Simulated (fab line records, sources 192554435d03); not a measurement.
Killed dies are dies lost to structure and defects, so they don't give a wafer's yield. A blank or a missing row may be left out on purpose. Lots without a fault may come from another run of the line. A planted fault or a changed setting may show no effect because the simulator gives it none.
Split-lot experiment | flow n5_finfet | 7 lots, 21 wafers read, on a route of 1938 steps

THE SPLIT
At N5_BEOL_M6_TRENCH_ETCH_37 (etches SiCOH lowk in C4F6/O2, target depth 94.435 nm, time 31.5 s), the setting bias_w was moved away from the recipe's 185 W on 8 of the 21 wafers read, by -17.4% to +12.4%. The other wafers ran this setting at the recipe's value.

The reading is taken at the split's own step.

THE READING
rf_vpp_V, in V, at N5_BEOL_M6_TRENCH_ETCH_37 (etches SiCOH lowk in C4F6/O2, target depth 94.435 nm, time 31.5 s). Fault-free wafers of this fab line usually give 664 V, standard deviation 17 V.

wafer  | tool, chamber at the split | bias_w as run, W | against the recipe | rf_vpp_V, V | against lot-mates on the recipe
L075.1 | rie_diel-03, 0             | 185              | recipe             | 641         | -
L075.2 | rie_diel-03, 2             | 152.9            | -17.4%             | 581         | -77
L075.3 | rie_diel-03, 3             | 185              | recipe             | 675         | -
L079.1 | rie_diel-03, 0             | 185              | recipe             | 641         | -
L079.2 | rie_diel-03, 1             | 185              | recipe             | 697         | -
L079.5 | rie_diel-03, 3             | 185              | recipe             | 674         | -
L081.3 | rie_diel-05, 2             | 185              | recipe             | 657         | -
L081.5 | rie_diel-05, 0             | 162.3            | -12.3%             | 582         | -75
L081.6 | rie_diel-05, 2             | 185              | recipe             | 657         | -
L086.2 | rie_diel-04, 2             | 185              | recipe             | 658         | -
L086.4 | rie_diel-04, 3             | 208              | +12.4%             | 747         | +89
L086.6 | rie_diel-04, 1             | 208              | +12.4%             | 740         | +82
L091.3 | rie_diel-03, 2             | 185              | recipe             | 676         | -
L091.4 | rie_diel-03, 1             | 185              | recipe             | 697         | -
L091.6 | rie_diel-03, 2             | 205.2            | +10.9%             | 733         | +46
L090.4 | rie_diel-03, 3             | 157.7            | -14.8%             | 592         | no lot-mate on the recipe
L090.5 | rie_diel-03, 0             | 157.7            | -14.8%             | 564         | no lot-mate on the recipe
L090.6 | rie_diel-03, 1             | 157.7            | -14.8%             | 615         | no lot-mate on the recipe
L097.1 | rie_diel-05, 0             | 185              | recipe             | 646         | -
L097.2 | rie_diel-05, 1             | 185              | recipe             | 638         | -
L097.4 | rie_diel-05, 3             | 185              | recipe             | 654         | -

THE FIT
A straight line over all 21 wafers: rf_vpp_V changes by +5.54 V for each +1% of bias_w; r = +0.93; the points scatter about the line by 19 V.
The same after taking each lot's own level away (the mean of its wafers on the recipe; 18 wafers): +5.54 V for each +1%; r = +0.94; scatter 15 V.
On that fit, the largest move of bias_w shifts the reading by 96 V.
The lots' own levels span 646.0 to 686.5 V, that is 2.4 times the standard deviation above.
So the lot-to-lot level changes the slope little: the two slopes agree.
Check: with one of the wafers moved furthest among these (-17.4%) left out of the fit, the line predicts -107 V for it against its lot-mates. It came out at -77 V against them.
Tool readings at the split's step, against how far the setting was moved: rf_vpp_V r = +0.93.

OTHER SPLITS ON THESE WAFERS
These wafers also went through other splits before the reading. Each is held against what the fit with the lots' levels taken away leaves over:
other split on the same wafers | wafers away from the commonest value | r with rf_vpp_V (lot level and that fit taken away)
N5_BEOL_M6_ETCH_66 bias_w      | 9                                    | -0.01

THE FILE'S OWN FIT
rf_vpp_V changes by +5.27 V for each +1% of bias_w, r = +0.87.
